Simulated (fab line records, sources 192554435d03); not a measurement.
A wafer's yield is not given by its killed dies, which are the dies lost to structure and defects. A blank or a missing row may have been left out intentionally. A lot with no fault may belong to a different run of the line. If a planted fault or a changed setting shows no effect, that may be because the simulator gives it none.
One fault seen from 2 desks | flow n5 finfet | every desk sees just its own numbers, and what lay behind them comes last

## THE METROLOGY DESK
Means of the sampled wafers that have a number, per lot and without regard to the tool the lot ran on: this is what the gauges read. The brackets show how far a lot's mean lies from the usual mean; more than 4 standard deviations puts the lot out of limits, marked OUT. It has 10 readings; the 7 that lie furthest out on some lot are the ones shown.
Columns: A = DIBL_N at N5_BEOL_M4_RC_MEAS_101, usual 36.0 mV/V; B = DIBL_P at N5_BEOL_M4_RC_MEAS_101, usual 35.6 mV/V; C = IOFF_P at N5_BEOL_M4_RC_MEAS_101, usual 0.19 nA/um; D = ION_N at N5_BEOL_M4_RC_MEAS_101, usual 668 uA/um; E = ION_P at N5_BEOL_M4_RC_MEAS_101, usual 455 uA/um; F = SS_P at N5_BEOL_M4_RC_MEAS_101, usual 73.4 mV/dec; G = VT_N at N5_BEOL_M4_RC_MEAS_101, usual 251 mV
lot  | first seen here | A    | B    | C    | D   | E   | F    | G
L343 | day 9 06:33     | 34.0 | 33.0 | 0.15 | 667 | 451 | 72.1 | 253
L348 | day 11 05:59    | 35.0 | 33.7 | 0.16 | 650 | 446 | 72.6 | 256
L349 | day 11 07:42    | 33.4 | 32.1 | 0.17 | 655 | 456 | 72.8 | 256
L350 | day 12 13:22    | 33.2 | 33.4 | 0.17 | 659 | 450 | 72.7 | 252
L364 | day 16 01:50    | 35.7 | 34.4 | 0.19 | 665 | 455 | 73.4 | 252
This desk found nothing out of limits on any of the 5 lots.

## TOOL OWNER'S DESK, pecvd-03
The tool's own readings at N5_BEOL_M0_SAQP_PECVD_04 (deposits a-Si from SiH4/He, target thk 60 nm, time 60.2 s): means of the sampled wafers that have a number, for each lot that ran on this tool. The brackets show how far a lot's mean lies from the usual mean; more than 4 standard deviations puts the lot out of limits, marked OUT.
Columns: A = heater power w at N5_BEOL_M0_SAQP_PECVD_04, usual 665 W; B = showerhead plenum p Torr at N5_BEOL_M0_SAQP_PECVD_04, usual 5.63 Torr; C = susceptor temp C at N5_BEOL_M0_SAQP_PECVD_04, usual 350.03 C; D = throttle valve pct at N5_BEOL_M0_SAQP_PECVD_04, usual 18.0 %
lot  | first seen here | A   | B    | C      | D
L343 | day 6 01:27     | 657 | 5.61 | 350.06 | 17.3
L348 | day 7 04:23     | 670 | 5.65 | 349.92 | 17.1
L349 | day 7 16:40     | 642 | 5.64 | 350.23 | 17.4
L350 | day 7 17:08     | 591 | 5.61 | 350.09 | 17.6
This desk found nothing out of limits on any of the 4 lots.

## TAKEN TOGETHER
At the metrology desk, nothing out of limits was observed.
The tool owner's desk saw nothing out of limits.

## WHAT THE SIMULATOR HAD INSERTED
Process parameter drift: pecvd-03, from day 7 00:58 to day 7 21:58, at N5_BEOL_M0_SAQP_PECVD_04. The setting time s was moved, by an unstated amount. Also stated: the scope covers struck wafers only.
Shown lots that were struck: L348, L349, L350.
